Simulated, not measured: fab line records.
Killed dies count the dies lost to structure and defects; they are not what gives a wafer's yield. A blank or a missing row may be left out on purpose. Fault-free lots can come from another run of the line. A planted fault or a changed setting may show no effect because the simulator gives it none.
fab line records	flow nand_harc	part 2 of 2: steps 21 to 27 of 27
record: lots: 5	wafers: 15	last_day: 23
route steps=1159 shown A_STAIRCASE@529
lots with no fault: from the same line, run without faults
start_h: the number of hours between the record's first day and the start of the first shown wafer of the lot	wait_h: hours elapsed since this lot's preceding step	" the same as in the row above	L1.1+2: a single row standing in for several wafers	- no value present, or no start provided	* or withheld: withheld	< > ~ a bound
route shown NAME@n: a module of which the file shows steps, and the number in the route of the first	usual: mean/standard deviation of fault-free wafers	same: alike in all rows	chamber/n: place in a boat	sites: per-site readings	_std_site: the values' standard deviation	_edge_site: inner sites' mean taken away from outer sites' mean	radius_mm: how far each site lies from the wafer's centre	mask NAME#n: copy n	behind: tool/chamber where the wafer was last shaped	hold: why the lot went on hold/how many hours it stayed there/how the hold came to an end	device: transistor that didn't switch, given as n, p or np	end of line: tests of these same wafers at the route's end	a step with no rows: only its recipe	killed: count of dies lost to structure and defects at first sort (not the wafer's yield)	map: dies across one wafer; x = killed, . = not, _ = none there
set.NAME: the setting as run; set.NAME@STEP: as run at that earlier step	model.NAME: the simulator's own value behind a step, which no gauge read
lots at selected steps of the route; one table per step, one row per wafer
services: from which hour (start_h, from the record's first day; less than 0 if before it) a tool's chamber was out of use, for how many hours, and why
== steps ==
step: NHARC_A_STAIRCASE_TRIM_14
recipe: time_s: 211.2	o2_flow_sccm: 500	ar_flow_sccm: 0	bias_w: 0	chemistry: O2
usual: drypump_motor_current_A: 5.8/0.58	oes_product_au: 1.003/0.013	rf_vpp_V: 57.8/0.89	showerhead_plenum_p_Torr: 3.54/0.1	throttle_valve_pct: 17.037/0.0081
lot.wafer	tool	chamber	start_h	wait_h	drypump_motor_current_A	oes_product_au	rf_hours_counter_h	rf_vpp_V	showerhead_plenum_p_Torr	throttle_valve_pct
L078.1	rie_diel-07	3	-	-	5.1	0.984	9	58.1	3.55	17.036
L078.3	"	1	"	"	6.7	1.017	10	57.4	3.51	17.030
L078.6	"	3	"	"	5.1	0.989	-	56.8	3.55	17.035
L088.4	rie_diel-03	3	-	-	6.8	1.022	43	55.9	3.48	17.022
L088.2	"	1	"	"	4.9	1.001	38	59.0	3.62	17.040
L088.1	"	2	"	"	5.6	1.000	29	58.2	3.71	17.031
L091.2	rie_diel-07	2	-	-	6.2	0.996	36	57.6	3.44	17.045
L091.6	"	2	"	"	6.2	0.993	-	57.8	3.44	17.041
L091.5	"	3	"	"	5.1	0.987	-	57.4	3.54	17.020
L093.2	rie_diel-03	0	-	-	5.6	1.007	40	57.3	3.66	17.042
L093.4	"	3	"	"	6.7	1.014	47	56.5	3.48	17.030
L093.5	"	1	"	"	4.9	0.998	-	57.7	3.62	17.047
L092.3	rie_diel-11	2	-	-	5.6	1.011	50	57.5	3.32	17.037
L092.5	"	3	"	"	5.4	0.985	-	55.7	3.39	17.046
L092.6	"	0	"	"	6.1	0.991	-	58.0	3.46	17.035
step: NHARC_A_STAIRCASE_ETCH_15
recipe: target_depth_a: 1000	time_s: 40.5	ion_energy_ev: 400	c4f8_flow_sccm: 20	o2_flow_sccm: 10	ar_flow_sccm: withheld	rf_w: 600	bias_w: 1000	chemistry: C4F8/O2
usual: oes_product_au: 0.941/0.014	rf_vpp_V: 897/3.9
lot.wafer	tool	chamber	start_h	wait_h	oes_product_au	rf_hours_counter_h	rf_vpp_V
L078.3	rie_diel-07	0	-	-	0.950	10	900
L078.1	"	1	"	"	0.957	10	894
L078.6	"	1	"	"	0.947	-	895
L088.1	rie_diel-03	3	-	-	0.943	43	895
L088.2	"	1	"	"	0.929	38	900
L088.4	"	2	"	"	0.925	29	903
L091.2	rie_diel-07	3	-	-	0.917	36	897
L091.6	"	3	"	"	0.925	-	897
L091.5	"	0	"	"	0.958	-	899
L093.2	rie_diel-03	1	-	-	0.951	41	898
L093.4	"	3	"	"	0.969	47	894
L093.5	"	1	"	"	0.949	-	899
L092.3	rie_diel-11	1	-	-	0.939	50	900
L092.5	"	1	"	"	0.933	-	899
L092.6	"	2	"	"	0.950	-	889
step: NHARC_A_STAIRCASE_TRIM_16
recipe: time_s: 211.2	o2_flow_sccm: 500	ar_flow_sccm: 0	bias_w: 0	chemistry: O2
usual: drypump_motor_current_A: 5.9/0.59	oes_product_au: 1.003/0.013	rf_vpp_V: 57.8/0.88	showerhead_plenum_p_Torr: 3.54/0.1	throttle_valve_pct: 17.036/0.0092
lot.wafer	tool	chamber	start_h	wait_h	drypump_motor_current_A	oes_product_au	rf_hours_counter_h	rf_vpp_V	showerhead_plenum_p_Torr	throttle_valve_pct
L078.3	rie_diel-07	3	-	-	5.1	0.998	9	57.1	3.55	17.032
L078.1	"	0	"	"	5.3	1.007	10	58.7	3.62	17.034
L078.6	"	1	"	"	6.7	1.019	-	58.4	3.51	17.030
L088.4	rie_diel-03	0	-	-	5.6	1.015	36	57.2	3.66	17.037
L088.2	"	1	"	"	4.9	0.994	38	59.2	3.62	17.032
L088.1	"	3	"	"	6.8	1.024	43	57.3	3.48	17.059
L091.2	rie_diel-07	0	-	-	5.3	1.012	38	58.0	3.60	17.046
L091.6	"	0	"	"	5.3	1.021	-	57.8	3.60	17.018
L091.5	"	1	"	"	6.6	1.018	-	57.8	3.50	17.022
L093.4	rie_diel-03	2	-	-	5.7	1.001	32	58.2	3.70	17.049
L093.2	"	3	"	"	6.8	1.014	47	57.0	3.48	17.023
L093.5	"	2	"	"	5.7	0.993	-	59.4	3.70	17.060
L092.3	rie_diel-11	0	-	-	6.1	0.982	55	56.0	3.46	17.036
L092.6	"	1	"	"	6.4	0.996	-	56.2	3.61	17.026
L092.5	"	2	"	"	5.6	1.007	-	58.5	3.32	17.026
step: NHARC_A_STAIRCASE_ETCH_17
recipe: target_depth_a: 1000	time_s: 40.5	ion_energy_ev: 400	c4f8_flow_sccm: 20	o2_flow_sccm: 10	ar_flow_sccm: withheld	rf_w: 600	bias_w: 1000	chemistry: C4F8/O2
usual: oes_product_au: 0.943/0.014	rf_vpp_V: 896/3.6
lot.wafer	tool	chamber	start_h	wait_h	oes_product_au	rf_hours_counter_h	rf_vpp_V
L078.1	rie_diel-07	3	-	-	0.929	9	896
L078.3	"	0	"	"	0.957	10	900
L078.6	"	2	"	"	0.947	-	893
L088.1	rie_diel-03	3	-	-	0.960	43	895
L088.2	"	0	"	"	0.949	36	901
L088.4	"	1	"	"	0.921	38	899
L091.2	rie_diel-07	0	-	-	0.960	38	898
L091.5	"	1	"	"	0.958	-	894
L091.6	"	2	"	"	0.932	-	893
L093.2	rie_diel-03	2	-	-	0.938	32	901
L093.4	"	0	"	"	0.958	40	902
L093.5	"	2	"	"	0.950	-	903
L092.3	rie_diel-11	0	-	-	0.927	55	891
L092.6	"	0	"	"	0.916	-	894
L092.5	"	1	"	"	0.923	-	901
step: NHARC_A_STAIRCASE_TRIM_18
recipe: time_s: 211.2	o2_flow_sccm: 500	ar_flow_sccm: 0	bias_w: 0	chemistry: O2
usual: drypump_motor_current_A: 5.8/0.59	oes_product_au: 1.002/0.012	rf_vpp_V: 57.9/0.88	showerhead_plenum_p_Torr: 3.54/0.1	throttle_valve_pct: 17.037/0.0094
lot.wafer	tool	chamber	start_h	wait_h	drypump_motor_current_A	oes_product_au	rf_hours_counter_h	rf_vpp_V	showerhead_plenum_p_Torr	throttle_valve_pct
L078.1	rie_diel-07	3	-	-	5.1	0.991	10	58.4	3.55	17.019
L078.3	"	0	"	"	5.3	1.002	10	56.8	3.62	17.047
L078.6	"	2	"	"	6.2	1.004	-	57.5	3.46	17.048
L088.2	rie_diel-03	2	-	-	5.7	0.989	29	56.4	3.70	17.033
L088.1	"	0	"	"	5.6	1.009	36	57.2	3.66	17.042
L088.4	"	1	"	"	4.9	0.989	38	57.7	3.62	17.022
L091.2	rie_diel-07	2	-	-	6.2	0.998	37	55.6	3.44	17.026
L091.6	"	3	"	"	5.1	0.992	-	58.6	3.54	17.035
L091.5	"	0	"	"	5.4	1.026	-	56.8	3.60	17.058
L093.4	rie_diel-03	0	-	-	5.6	1.023	40	58.2	3.66	17.037
L093.2	"	3	"	"	6.8	1.007	47	57.9	3.48	17.047
L093.5	"	0	"	"	5.6	1.017	-	56.6	3.66	17.042
L092.3	rie_diel-11	1	-	-	6.4	1.005	51	58.8	3.61	17.042
L092.6	"	2	"	"	5.6	1.018	-	56.8	3.32	17.040
L092.5	"	3	"	"	5.4	0.992	-	56.2	3.39	17.043
step: NHARC_A_STAIRCASE_ETCH_19
recipe: target_depth_a: 1000	time_s: 40.5	ion_energy_ev: 400	c4f8_flow_sccm: 20	o2_flow_sccm: 10	ar_flow_sccm: withheld	rf_w: 600	bias_w: 1000	chemistry: C4F8/O2
usual: oes_product_au: 0.944/0.014	rf_vpp_V: 896/3.8
lot.wafer	tool	chamber	start_h	wait_h	oes_product_au	rf_hours_counter_h	rf_vpp_V
L078.3	rie_diel-07	2	-	-	0.937	9	893
L078.1	"	3	"	"	0.945	10	896
L078.6	"	2	"	"	0.938	-	893
L088.4	rie_diel-03	1	-	-	0.954	38	898
L088.2	"	2	"	"	0.931	29	901
L088.1	"	3	"	"	0.965	43	893
L091.2	rie_diel-07	1	-	-	0.959	39	895
L091.5	"	2	"	"	0.948	-	894
L091.6	"	3	"	"	0.927	-	896
L093.4	rie_diel-03	2	-	-	0.946	32	904
L093.2	"	1	"	"	0.928	41	900
L093.5	"	2	"	"	0.950	-	901
L092.3	rie_diel-11	0	-	-	0.935	55	893
L092.6	"	1	"	"	0.946	-	898
L092.5	"	2	"	"	0.940	-	888
step: NHARC_A_STAIRCASE_TRIM_20
recipe: time_s: 211.2	o2_flow_sccm: 500	ar_flow_sccm: 0	bias_w: 0	chemistry: O2
usual: drypump_motor_current_A: 5.9/0.54	oes_product_au: 1.000/0.013	rf_vpp_V: 57.7/0.88	showerhead_plenum_p_Torr: 3.51/0.1	throttle_valve_pct: 17.036/0.0087
lot.wafer	tool	chamber	start_h	wait_h	drypump_motor_current_A	oes_product_au	rf_hours_counter_h	rf_vpp_V	showerhead_plenum_p_Torr	throttle_valve_pct
L078.1	rie_diel-07	2	264.70	0.1	6.1	0.990	9	57.6	3.46	17.029
L078.3	"	3	"	"	5.1	0.983	10	57.8	3.55	17.023
L078.6	"	0	"	"	5.3	1.014	-	57.7	3.62	17.056
L088.1	rie_diel-11	2	332.31	0.1	5.7	1.013	46	57.1	3.33	17.047
L088.4	"	0	"	"	6.1	0.992	50	57.3	3.46	17.050
L088.2	"	1	"	"	6.3	1.005	46	57.8	3.61	17.028
L091.2	rie_diel-07	1	339.11	0.1	6.7	1.030	39	59.5	3.50	17.040
L091.5	"	1	"	"	6.7	1.015	-	59.6	3.50	17.027
L091.6	"	2	"	"	6.2	0.996	-	58.5	3.44	17.040
L093.2	rie_diel-03	2	339.54	0.1	5.6	1.000	32	57.2	3.70	17.047
L093.4	"	3	"	"	6.8	1.022	47	55.4	3.48	17.022
L093.5	"	2	"	"	5.6	0.994	-	59.5	3.70	17.046
L092.3	rie_diel-11	0	343.94	0.1	6.2	0.974	55	56.7	3.46	17.047
L092.6	"	0	"	"	6.1	0.984	-	57.1	3.46	17.028
L092.5	"	1	"	"	6.4	0.994	-	58.7	3.61	17.033
== services ==
tool	chamber	start_h	hours	kind
litho_track-05	-	237.02	7.0	pm
rie_diel-03	0	248.96	-	clean
rie_diel-03	1	248.96	-	clean
rie_diel-03	2	248.96	-	clean
rie_diel-03	3	248.96	-	clean
krf_scanner-01	-	256.00	4.0	pm
plasma_asher-02	-	256.75	4.2	repair
rie_diel-03	0	269.25	10.1	repair
wet_bench-07	-	272.00	8.0	pm
rie_diel-03	1	273.54	-	clean
rie_diel-03	2	273.54	-	clean
rie_diel-03	3	273.54	-	clean
plasma_asher-01	-	276.00	9.0	pm
rie_diel-03	-	281.47	2.5	repair
rie_diel-03	2	288.86	36.9	repair
krf_scanner-04	-	298.00	4.0	pm
rie_diel-03	0	298.11	-	clean
rie_diel-03	1	298.11	-	clean
rie_diel-03	3	298.11	-	clean
rie_diel-03	1	298.74	9.8	repair
krf_scanner-01	-	300.84	5.3	repair
rie_diel-03	0	305.88	5.3	repair
rie_diel-03	0	322.80	-	clean
rie_diel-03	1	322.80	-	clean
